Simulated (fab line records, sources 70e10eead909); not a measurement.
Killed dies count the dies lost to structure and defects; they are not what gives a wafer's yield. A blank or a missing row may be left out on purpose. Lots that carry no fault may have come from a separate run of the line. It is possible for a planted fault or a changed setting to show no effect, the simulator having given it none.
fab line records	flow nand_harc
record: lots: 5	wafers: 15	last_day: 33
route steps=1302 shown P_ZERO_WELL@44 END@1302
lots that met no fault: from a run of the same line without faults
start_h: hours from the record's first day to the start of the lot's first wafer shown	wait_h: hours from the lot's prior step to this one	" unchanged from the row above	L1.1+2: one row covering several wafers at once	- no value, or no start was given	* or withheld: withheld	< > ~ a bound
route shown NAME@n: a module of which the file shows steps, and the number in the route of the first	usual: average and standard deviation across the fault-free wafers	same: alike in all rows	chamber/n: place in a boat	sites: each site's reading	_std_site: their standard deviation	_edge_site: outer sites' mean less inner sites'	radius_mm: how far each site lies from the wafer's centre	mask NAME#n: copy n	behind: the most recent tool/chamber to have shaped the wafer	hold: the reason the lot was held/the length of the hold in hours/how it ended	device: which transistor (n, p or np) failed to switch	end of line: the same wafers' tests at the end of the route	step lacking rows: just its recipe	killed: not the wafer's yield, but the dies lost to structure and defects at the first sort	map: the dies of a wafer, with x for killed, . for not killed, _ for no die there
set.NAME: the setting the step ran with; set.NAME@STEP: the setting that earlier step ran with	model.NAME: the simulator's own value behind a step, which no gauge read
lots at selected steps of the route; one table per step, one row per wafer
services: the hour from which a tool's chamber was out of use, counted from the record's first day as start_h (under 0 if before that day), plus the number of hours and why
== steps ==
step: NHARC_P_ZERO_WELL_CD_MEAS_37
recipe: target_cd_nm: 720	landing_energy_ev: 500
usual: cd_nm: 719.7/1.9
lot.wafer	tool	chamber	start_h	wait_h	cd_nm
L625.1	cd_sem-01	0	84.36	-	722.3
L625.3	"	0	"	"	720.8
L625.5	"	0	"	"	721.4
L627.2	cd_sem-03	0	104.75	-	719.8
L627.3	"	0	"	"	718.8
L627.6	"	0	"	"	720.5
L629.1	cd_sem-01	0	124.25	-	721.0
L629.3	"	0	"	"	717.4
L629.4	"	0	"	"	717.4
L641.2	cd_sem-02	0	244.11	-	716.9
L641.3	"	0	"	"	719.7
L641.5	"	0	"	"	716.5
L642.1	cd_sem-03	0	254.04	-	720.0
L642.5	"	0	"	"	719.7
L642.6	"	0	"	"	720.1
step: NHARC_P_ZERO_WELL_HARDBAKE_38
recipe: temp_c: 125	time_s: 80
step: NHARC_P_ZERO_WELL_DESCUM_39
recipe: time_s: 3	o2_flow_sccm: 200	ar_flow_sccm: 0	bias_power_w: 0	chemistry: O2
usual: drypump_motor_current_A: 5.9/0.32	o2_flow_sccm: 199.9/0.57	oes_product_au: 1.002/0.0099	rf_vpp_V: 57.8/0.94	showerhead_plenum_p_Torr: 1.90/0.079	throttle_valve_pct: 11.312/0.0088
lot.wafer	tool	chamber	start_h	wait_h	drypump_motor_current_A	o2_flow_sccm	oes_product_au	rf_hours_counter_h	rf_vpp_V	showerhead_plenum_p_Torr	throttle_valve_pct
L625.3	rie_diel-13	1	84.52	-	6.4	200.7	0.988	27	57.8	1.79	11.302
L625.1	"	3	"	"	5.6	199.9	1.031	24	58.0	1.81	11.307
L625.5	"	2	"	"	6.5	200.5	1.016	-	58.4	1.93	11.294
L627.3	rie_diel-12	1	104.91	-	5.7	200.2	0.990	1	57.5	1.85	11.325
L627.2	"	2	"	"	5.4	200.1	0.991	1	58.3	1.89	11.305
L627.6	"	2	"	"	5.4	199.4	0.987	-	59.0	1.89	11.311
L629.1	rie_diel-12	3	124.41	-	5.7	201.0	0.996	8	59.5	1.97	11.320
L629.4	"	1	"	"	5.7	199.5	0.999	10	56.6	1.84	11.311
L629.3	"	2	"	"	5.4	200.5	0.989	9	57.0	1.88	11.301
L641.2	rie_diel-12	2	244.26	-	5.4	199.6	1.003	50	56.7	1.87	11.318
L641.3	"	1	"	"	5.7	200.9	0.999	45	56.7	1.83	11.322
L641.5	"	2	"	"	5.4	198.7	0.999	-	57.1	1.87	11.312
L642.1	rie_diel-12	3	254.23	-	5.7	200.9	1.000	51	57.4	1.96	11.309
L642.6	"	1	"	"	5.7	199.9	1.004	-	57.5	1.83	11.310
L642.5	"	2	"	"	5.4	200.7	1.005	-	58.7	1.87	11.327
step: NHARC_P_ZERO_WELL_IMPLANT_40
recipe: energy_kev: 300	dose_cm2: 1e+13	tilt_deg: 7
step: NHARC_P_ZERO_WELL_IMPLANT_59
recipe: energy_kev: 120	dose_cm2: 5e+12	tilt_deg: 7
step: NHARC_P_ZERO_WELL_IMPLANT_60
recipe: energy_kev: 30	dose_cm2: 2e+12	tilt_deg: 7
step: NHARC_P_ZERO_WELL_STRIP_41
recipe: time_s: 840	temp_c: 130	chemistry: SPM
step: NHARC_P_ZERO_WELL_DEHYDRATE_44
recipe: temp_c: 150	time_s: 120
step: NHARC_P_ZERO_WELL_HMDS_45
recipe: time_s: 30
step: NHARC_P_ZERO_WELL_COAT_46
recipe: spin_rpm: withheld
step: NHARC_P_ZERO_WELL_SOFTBAKE_47
recipe: temp_c: 122	time_s: 95
step: NHARC_P_ZERO_WELL_EBR_48
step: NHARC_P_ZERO_WELL_EXPOSE_49
recipe: na: 0.6	target_cd_nm: 2000	dose_mj: 22.64	mask_id: P_HVPW
usual: focus_offset_nm: 0.1/0.46
lot.wafer	tool	chamber	start_h	wait_h	mask	focus_offset_nm
L625.1	krf_scanner-04	0	89.45	-	P_HVPW#0	0.4
L625.3	"	0	"	"	P_HVPW#0	-0.1
L625.5	"	0	"	"	P_HVPW#0	-0.2
L627.2	krf_scanner-04	0	106.10	-	P_HVPW#0	-0.2
L627.3	"	0	"	"	P_HVPW#0	-0.6
L627.6	"	0	"	"	P_HVPW#0	-0.1
L629.1	krf_scanner-04	0	125.73	-	P_HVPW_R1#0	0.4
L629.3	"	0	"	"	P_HVPW_R1#0	0.5
L629.4	"	0	"	"	P_HVPW_R1#0	-0.6
L641.2	krf_scanner-04	0	245.47	-	P_HVPW#0	0.2
L641.3	"	0	"	"	P_HVPW#0	0.2
L641.5	"	0	"	"	P_HVPW#0	0.0
L642.1	krf_scanner-02	0	255.52	-	P_HVPW#0	0.3
L642.5	"	0	"	"	P_HVPW#0	0.2
L642.6	"	0	"	"	P_HVPW#0	0.4
step: NHARC_P_ZERO_WELL_PEB_50
recipe: peb_temp_c: 118	peb_time_s: 85
step: NHARC_P_ZERO_WELL_DEVELOP_51
recipe: time_s: 70
step: NHARC_P_ZERO_WELL_CD_MEAS_52
recipe: target_cd_nm: 2000	landing_energy_ev: 500
usual: cd_nm: 1998.8/2.9
lot.wafer	tool	chamber	start_h	wait_h	cd_nm
L625.1	cd_sem-03	0	89.60	-	1996.3
L625.3	"	0	"	"	1997.5
L625.5	"	0	"	"	1998.0
L627.2	cd_sem-03	0	106.26	-	1995.7
L627.3	"	0	"	"	1993.4
L627.6	"	0	"	"	1999.0
L629.1	cd_sem-03	0	125.89	-	1908.3
L629.3	"	0	"	"	1909.6
L629.4	"	0	"	"	1907.4
L641.2	cd_sem-03	0	245.62	-	1998.7
L641.3	"	0	"	"	2000.4
L641.5	"	0	"	"	1997.6
L642.1	cd_sem-02	0	255.68	-	2002.6
L642.5	"	0	"	"	2001.1
L642.6	"	0	"	"	1999.5
step: NHARC_P_ZERO_WELL_HARDBAKE_53
recipe: temp_c: 125	time_s: 80
step: NHARC_P_ZERO_WELL_DESCUM_54
recipe: time_s: 3	o2_flow_sccm: 200	ar_flow_sccm: 0	bias_power_w: 0	chemistry: O2
usual: drypump_motor_current_A: 6.0/0.33	o2_flow_sccm: 200.1/0.61	oes_product_au: 1.001/0.012	rf_vpp_V: 57.8/0.93	showerhead_plenum_p_Torr: 1.91/0.084	throttle_valve_pct: 11.312/0.0094
lot.wafer	tool	chamber	start_h	wait_h	drypump_motor_current_A	o2_flow_sccm	oes_product_au	rf_hours_counter_h	rf_vpp_V	showerhead_plenum_p_Torr	throttle_valve_pct	model.P_ZERO_WELL.cd_nm
L625.3	rie_diel-13	3	89.76	-	5.6	200.5	1.033	25	57.6	1.81	11.324	1998
L625.1	"	1	"	"	6.4	200.9	0.979	28	55.6	1.79	11.312	1997
L625.5	"	3	"	"	5.6	200.6	1.031	-	57.2	1.81	11.305	1998
L627.2	rie_diel-13	3	106.41	-	5.5	200.1	1.030	33	56.1	1.81	11.315	1997
L627.3	"	2	"	"	6.5	199.4	1.006	32	57.4	1.93	11.316	1994
L627.6	"	0	"	"	6.3	199.9	1.004	-	57.1	1.99	11.320	1999
L629.4	rie_diel-03	2	126.05	-	6.0	199.4	0.999	2	58.8	1.85	11.297	1907
L629.3	"	0	"	"	6.1	200.9	0.997	2	56.9	1.90	11.297	1911
L629.1	"	1	"	"	6.2	200.1	0.986	2	57.9	1.80	11.320	1908
L641.3	rie_diel-12	1	245.77	-	5.8	200.7	1.005	45	57.9	1.83	11.313	2000
L641.2	"	2	"	"	5.4	199.9	1.010	50	57.5	1.87	11.330	1997
L641.5	"	1	"	"	5.7	200.8	1.006	-	54.9	1.83	11.317	1997
L642.1	rie_diel-12	3	255.84	-	5.7	199.9	1.000	51	58.1	1.96	11.295	2003
L642.5	"	3	"	"	5.7	200.2	1.006	-	59.1	1.96	11.318	2002
L642.6	"	0	"	"	6.0	200.4	1.015	-	57.0	1.98	11.315	1999
step: NHARC_P_ZERO_WELL_IMPLANT_55
recipe: energy_kev: 180	dose_cm2: 8e+11	tilt_deg: 7
step: NHARC_END_SORT_01
recipe: temp_c: 25
usual: killed_at_array: 63/27	killed_at_other: 0.7/1.2	killed_at_periphery: 3.1/2	killed_dies: 67/28	killed_open: 3.0/1.9	killed_short: 2.2/1.5
same: gross_dies: 677
lot.wafer	tool	chamber	start_h	wait_h	killed_at_array	killed_at_other	killed_at_periphery	killed_dies	killed_open	killed_short
L625.1	prober-02	0	615.73	2.5	27	0	5	32	3	3
L625.3	prober-02	0	617.31	3.1	26	0	3	29	3	1
L625.5	prober-02	0	618.89	3.7	22	0	1	23	4	6
L629.1	prober-02	0	658.91	2.5	22	0	3	25	2	2
L629.3	prober-02	0	660.47	3.1	24	0	5	29	2	1
L629.4	prober-02	0	661.25	3.3	26	0	4	30	4	3
killed by level:class
L625.1 A_CHANNEL_HOLE_D2:chamber_film_flake=11 A_CHANNEL_HOLE_D1:chamber_film_flake=6 A_CONTACT:chamber_film_flake=2 P_CONTACT:geometric_particle:open=1 P_CONTACT:geometric_particle:short=1 A_SOURCE_PLATE:geometric_particle:open=1 A_ONON_D1:geometric_particle:short=1 A_CHANNEL_FILL_D1:geometric_particle:open=1
L625.3 A_CHANNEL_HOLE_D2:chamber_film_flake=12 A_CHANNEL_HOLE_D1:chamber_film_flake=6 P_M0:geometric_particle:open=1 A_CHANNEL_FILL_D1:geometric_particle:short=1 A_CHANNEL_HOLE_D2:geometric_particle:open=1 A_SGD_CUT:geometric_particle:open=1 P_GATE:chamber_film_flake=1 P_BONDPAD:chamber_film_flake=1
L625.5 A_CHANNEL_HOLE_D2:chamber_film_flake=8 A_CHANNEL_HOLE_D2:geometric_particle:short=2 A_CHANNEL_FILL_D1:geometric_particle:short=1 A_DECK1_JOINT:geometric_particle:short=1 A_CHANNEL_HOLE_D2:geometric_particle:open=1 A_CHANNEL_FILL_D2:geometric_particle:open=1 A_SGD_CUT:geometric_particle:short=1 A_WL_FILL:geometric_particle:short=1
L629.1 A_CHANNEL_HOLE_D1:chamber_film_flake=5 A_SLIT:chamber_film_flake=5 A_CONTACT:chamber_film_flake=5 P_ZERO_WELL:chamber_film_flake=2 A_ONON_D1:geometric_particle:short=1 A_ONON_D1:geometric_particle:open=1 A_CHANNEL_FILL_D1:geometric_particle:open=1 A_DECK1_JOINT:geometric_particle:short=1
L629.3 A_CHANNEL_HOLE_D1:chamber_film_flake=12 A_CONTACT:chamber_film_flake=6 P_GATE:chamber_film_flake=2 A_STAIRCASE:chamber_film_flake=2 A_CHANNEL_HOLE_D2:chamber_film_flake=2 P_STI:geometric_particle:open=1 P_GATE:geometric_particle:open=1 A_ONON_D2:geometric_particle:short=1
L629.4 A_CHANNEL_HOLE_D1:chamber_film_flake=10 A_CHANNEL_HOLE_D2:unspecified=4 A_CONTACT:chamber_film_flake=3 P_CONTACT:geometric_particle:open=2 A_DECK1_JOINT:geometric_particle:short=1 A_ONON_D2:geometric_particle:short=1 A_CHANNEL_FILL_D2:geometric_particle:open=1 A_M0:geometric_particle:open=1
== services ==
tool	chamber	start_h	hours	kind
rie_diel-12	0	73.82	-	clean
rie_diel-12	1	73.82	-	clean
rie_diel-12	2	73.82	-	clean
rie_diel-12	3	73.82	-	clean
rie_diel-12	-	92.75	9.0	pm
rie_diel-12	0	92.75	9.0	vent_cycle
rie_diel-12	1	92.75	9.0	vent_cycle
rie_diel-12	2	92.75	9.0	vent_cycle
rie_diel-12	3	92.75	9.0	vent_cycle
krf_scanner-02	-	94.00	4.0	pm
krf_scanner-04	-	97.52	0.1	repair
rie_diel-12	0	101.75	-	clean
rie_diel-12	0	101.75	-	consumable_replace:focus_ring
krf_scanner-02	-	103.69	0.3	repair
rie_diel-03	-	105.50	9.0	pm
krf_scanner-02	-	110.31	0.3	repair
rie_diel-03	-	123.34	0.4	repair
rie_diel-13	0	140.62	4.2	repair
krf_scanner-04	-	154.92	0.2	repair
rie_diel-13	-	165.05	9.0	pm
krf_scanner-04	-	179.96	0.7	repair
krf_scanner-04	-	182.00	4.0	pm
krf_scanner-04	-	230.71	1.2	repair
rie_diel-03	2	243.85	21.1	repair
== key ==
first_sign: step: NHARC_P_ZERO_WELL_EXPOSE_49	reading: mask	direction: changed
effect: step: NHARC_P_ZERO_WELL_CD_MEAS_52	reading: cd_nm	direction: down	sigmas: 32	usual: 1998.8	struck: 1908.4
model_effect: step: NHARC_P_ZERO_WELL_DESCUM_54	value: P_ZERO_WELL.cd_nm	without: 1998	struck: 1909
met_at NHARC_P_ZERO_WELL_EXPOSE_49
struck_wafers L629.1,L629.3,L629.4
tester_left_out L629
onset_between 106.10 125.73
fault: kind: wrong_mask	tool: any	chamber: -	onset_h: 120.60	steps: NHARC_P_ZERO_WELL_EXPOSE_49	aux_copy: P_HVPW_R1#0	cd_offset_nm: -88.959	scope: struck_lots_only
tester_left_out: of these lots the tester's yield and bins aren't shown, on N5 and GAA mostly nor the transistor test; their killed dies are dies lost to structure and defects alone, not to doping, threshold or leakage, so they don't give the yield
